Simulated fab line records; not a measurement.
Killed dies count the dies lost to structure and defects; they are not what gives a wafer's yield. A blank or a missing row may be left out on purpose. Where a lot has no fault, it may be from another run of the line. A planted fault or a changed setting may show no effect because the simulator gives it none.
Chamber matching + flow n5Finfet + N5_FIN_SAQP_ETCH_65 on rieSi-02: 4 sister chambers
The step etches SiO2 in CF4, target depth 4 nm, time 4.4 s. 4 wafers are shown with their chamber, then 8 later ones without.

## WAFERS, EACH WITH ITS CHAMBER
| wafer  | chamber | throttleValvePct (%) |
|--------|---------|----------------------|
| L085.1 | 3       | 21.60                |
| L085.2 | 2       | 21.80                |
| L085.5 | 0       | 22.15                |
| L088.2 | 1       | 21.25                |

## WAFERS WHOSE CHAMBER IS MISSING
| wafer  | throttleValvePct (%) |
|--------|----------------------|
| L088.5 | 21.60                |
| L088.6 | 21.81                |
| L090.1 | 21.26                |
| L090.2 | 21.59                |
| L090.3 | 21.80                |
| L091.2 | 21.27                |
| L091.4 | 21.79                |
| L091.5 | 22.13                |

## CHAMBER TAKEN BY EACH
| wafer  | from the rows above | in truth |
|--------|---------------------|----------|
| L088.5 | 3                   | 3        |
| L088.6 | 2                   | 2        |
| L090.1 | 1                   | 1        |
| L090.2 | 3                   | 3        |
| L090.3 | 2                   | 2        |
| L091.2 | 1                   | 1        |
| L091.4 | 2                   | 2        |
| L091.5 | 0                   | 0        |
Correct placement for 8 of the 8. From these rows, 0 cannot be placed. Placed wrongly: 0.
How it was worked out, from the rows above alone: a wafer's distance from a chamber is the root of the sum, over the readings, of the square of ((its reading less the chamber's mean) divided by the reading's scatter). If the next closest chamber is less than 2 further off than the closest, the wafer can't be placed; otherwise it belongs to the closest. The mean given for a chamber averages the wafers shown for that chamber. The scatter (one wafer shown for each chamber): square how far every hidden wafer sits from the nearest shown wafer, average those squares and take the square root.
